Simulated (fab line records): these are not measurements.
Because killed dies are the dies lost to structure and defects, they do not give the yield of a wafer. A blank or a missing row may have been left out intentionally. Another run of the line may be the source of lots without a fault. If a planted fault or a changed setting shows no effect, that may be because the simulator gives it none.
Chamber matching	flow nand harc	4 sister chambers for NHARC_P_STI_ETCH_15 on rie si-04
The step etches the open film in HBr/Cl2, target depth 300 nm, time 100.1 s. 18 wafers are shown with their chamber, then 9 later ones without.

== WAFERS PAIRED WITH THEIR CHAMBERS ==
wafer	chamber	drypump motor current A (A)	he backside leak sccm (sccm)	throttle valve pct (%)
L327.1	1	6.7	2.90	26.403
L327.2	2	5.9	2.93	26.405
L327.5	2	5.9	3.01	26.390
L328.3	3	6.6	2.41	26.398
L328.5	3	6.6	2.54	26.427
L328.6	0	5.0	2.93	26.411
L330.2	2	6.0	3.06	26.417
L330.3	3	6.6	2.67	26.411
L330.6	2	6.0	2.89	26.415
L332.3	3	6.6	2.64	26.410
L332.4	1	6.7	2.87	26.400
L332.5	1	6.7	2.82	26.394
L333.3	1	6.7	2.86	26.397
L333.5	0	5.0	2.86	26.422
L333.6	3	6.6	2.52	26.421
L336.1	2	6.0	3.13	26.396
L336.5	0	5.0	2.82	26.408
L336.6	3	6.6	2.55	26.412

SIGNATURES (averages over the wafers above)
reading	chamber 0	chamber 1	chamber 2	chamber 3	scatter within a chamber
drypump motor current A	5.000	6.700	5.960	6.600	0.0293
he backside leak sccm	2.8700	2.8625	3.0040	2.5550	0.0802
throttle valve pct	26.41367	26.39850	26.40460	26.41317	0.00926
Rule: a wafer lies at a distance from a chamber equal to the root of the sum of squares, over the readings, of (its reading less the chamber's mean, divided by the reading's scatter). The wafer belongs to the nearest chamber; if the next one is less than 2 further off, it can't be placed. The scatter: take each reading less its chamber's mean, square it, sum over the shown wafers, divide by the number of wafers less the number of chambers, and take the root.

== WAFERS MISSING THEIR CHAMBER ==
wafer	drypump motor current A (A)	he backside leak sccm (sccm)	throttle valve pct (%)
L343.1	5.0	2.93	26.405
L343.2	6.6	2.68	26.412
L343.3	6.7	2.84	26.397
L346.2	6.0	3.10	26.404
L346.4	6.6	2.57	26.423
L346.6	6.0	3.27	26.391
L350.1	6.0	3.22	26.411
L350.2	6.6	2.78	26.427
L350.5	5.9	3.16	26.412

== EACH ONE'S CHAMBER ==
wafer	from the rows above	in truth
L343.1	0	0
L343.2	3	3
L343.3	1	1
L346.2	2	2
L346.4	3	3
L346.6	2	2
L350.1	2	2
L350.2	can't be placed: 3 or 1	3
L350.5	2	2
Correctly placed: 8 of 9. From these rows, 1 cannot be placed; in 1 the true chamber is one of the candidates. Placed wrongly: 0.
